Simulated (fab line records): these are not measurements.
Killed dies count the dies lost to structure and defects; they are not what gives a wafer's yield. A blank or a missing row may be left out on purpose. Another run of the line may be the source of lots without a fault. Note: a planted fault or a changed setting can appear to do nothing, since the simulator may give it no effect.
A lot that was struck, set against a sound lot -- flow nand harc -- 22 out of 1159 route steps
Sound: the wafers L184.1, L184.3, L184.4. Wafers struck: L191.3, L191.4, L191.6. The cause is given at the end.
Per side, at each step with rows, come the tool, then ch with its chambers, and then its first start. Under that, the readings that differ: sound wafers -- struck wafers -- difference of the means -- sigmas: that difference in standard deviations of wafers without a fault.
alike: readings with means less than 2 such deviations apart, plus words and numbers identical on both sides. not compared: withheld readings, readings lacking a value on some wafer, bounds such as >300 that could conceal the same value, and numbers that have no deviation in the record and whose values overlap.
A row with sigmas, a row that says differs or no value, or rows on one side alone: a step with any of these is where the two part. When numbers do not overlap yet have no deviation, they are printed without sigmas and do not part them. A reading that every wafer of one side lacks parts them only if that side has two wafers or more.

NHARC_P_BONDPAD_OVL_MEAS_38:
  struck on overlay-02, day 10 10:11; sound on overlay-02, day 7 08:31
reading,sound,struck,difference,sigmas
overlay x nm (nm),-7 -6 -8,10 9 9,+16,+3
  alike: overlay y nm
then, 2 steps without rows for these wafers: NHARC_P_BONDPAD_HARDBAKE_10 (time 65 s); NHARC_P_BONDPAD_DESCUM_11 (chemistry O2, time 3 s).
NHARC_P_BONDPAD_ETCH_37: etches the open film in N2/H2, target depth 60 nm, overetch 18 nm, time 65.91 s.
  sound on rie diel-10 ch 0,3, day 7 08:45; struck on rie diel-02 ch 0,1,2, day 10 10:26
  alike: drypump motor current A, oes product au, rf vpp V, showerhead plenum p Torr, throttle valve pct
  not compared: rf hours counter h
then, 1 step without rows for these wafers: NHARC_P_BONDPAD_ETCH_12 (etches the open film in CHF3/O2, target depth 200 nm, time 100 s).
NHARC_P_BONDPAD_CD_MEAS_13:
  struck on cd sem-02, day 10 10:41; sound on cd sem-02, day 7 09:01
  alike: cd nm
NHARC_P_BONDPAD_STRIP_15: strips in O2.
  sound on rie diel-07 ch 0,2,3, day 7 09:05; struck on rie diel-07 ch 0,2,3, day 10 10:47
  alike: drypump motor current A, o2 flow sccm, oes product au, rf vpp V, showerhead plenum p Torr, throttle valve pct
  not compared: rf hours counter h
NHARC_P_BONDPAD_ETCH_24: etches the open film in CF4/N2, target depth 30 nm, time 72.99 s.
  sound on rie diel-07 ch 0,1,3; struck on rie diel-07 ch 1,2,3
  alike: cf4 flow sccm, drypump motor current A, oes product au, rf vpp V, showerhead plenum p Torr, throttle valve pct
  not compared: rf hours counter h
then, 1 step without rows for these wafers: NHARC_P_BONDPAD_STRIP_16 (strips in post etch residue remover, time 600 s).
NHARC_P_BONDPAD_DEGAS_25: time 60 s.
  struck on pvd sputter-03, day 10 11:19; sound on pvd sputter-02, day 7 09:38
reading,sound,struck,difference,sigmas
susceptor temp C (C),- - -,299.88 300.21 300.00,no value on the sound wafers,
  alike: heater power w
then, 2 steps without rows for these wafers: NHARC_P_BONDPAD_PRE_CLEAN_26 (time 30 s); NHARC_P_BONDPAD_PVD_17 (deposits TaN, target thk 5 nm, time 8.06 s).
NHARC_P_BONDPAD_PVD_27: deposits Cu, target thk 30 nm, time 20.49 s.
  struck on pvd sputter-03, day 10 11:40; sound on pvd sputter-02, day 7 09:51
  alike: throttle valve pct
then, 1 step without rows for these wafers: NHARC_P_BONDPAD_ECD_18 (material Cu, target thk 400 nm).
NHARC_P_BONDPAD_ANNEAL_28: time 90 s.
  sound on rtp anneal-01 ch 0, day 7 10:23; struck on rtp anneal-01 ch 0, day 10 12:25
  alike: wafer_temp_C_max
then, 2 steps without rows for these wafers: NHARC_P_BONDPAD_CMP_19 (polishes, t overpolish 30 s, cu recess touch 16 s, target thk 160.81 nm); NHARC_P_BONDPAD_SRD_21 (time 30 s, dry time 20 s).
NHARC_P_BONDPAD_INSPECT_23:
  struck on defect inspect-02, day 10 13:11; sound on defect inspect-01, day 7 11:15
  alike: raw defect count
then, 3 steps without rows for these wafers: NHARC_P_BONDPAD_ACTIVATE_29 (chemistry N2, time 60 s); NHARC_P_BONDPAD_PRECLEAN_30 (cleans in DIW, time 300 s); NHARC_P_BONDPAD_SRD_31 (time 30 s, dry time 20 s).
-- record jumps: 13 days between struck wafers' starts before vs after; left off in module P_BONDPAD, resumes in module END, first step shown is number 1159 of the route --
NHARC_END_SORT_01:
  sound on prober-02 ch 0, day 20 01:17; struck on prober-02 ch 0, day 23 08:57
reading,sound,struck,difference,sigmas
hold,- - -,await dispo/2.4h/scrap await dispo/2.4h/scrap await dispo/2.4h/scrap,no value on the sound wafers,
defect limited yield (%),97.2 98.2 97.9,0 0 0.1,-98,-65
killed at periphery,3 1 4,651 648 648,+646,+99 or more
killed dies,19 12 14,677 677 676,+662,+66
sort_bin_2_pct (%),0.6 0.4 0.7,96.9 96.2 96.9,+96.1,+99 or more
sort n pass,658 665 663,0 0 1,-662,-66
sort rim yield pct (%),95.3 100.0 97.2,0 0 0,-98,-35
sort yield pct (%),97.2 98.2 97.9,0 0 0.1,-98,-65
  alike: killed at array, killed at other, killed open, killed short, sort_bin_3_pct, sort_bin_4_pct

## WHERE THEY PART
Earliest at NHARC_P_BONDPAD_OVL_MEAS_38; latest, in this record, at NHARC_END_SORT_01.

WHY: what the simulator had put in
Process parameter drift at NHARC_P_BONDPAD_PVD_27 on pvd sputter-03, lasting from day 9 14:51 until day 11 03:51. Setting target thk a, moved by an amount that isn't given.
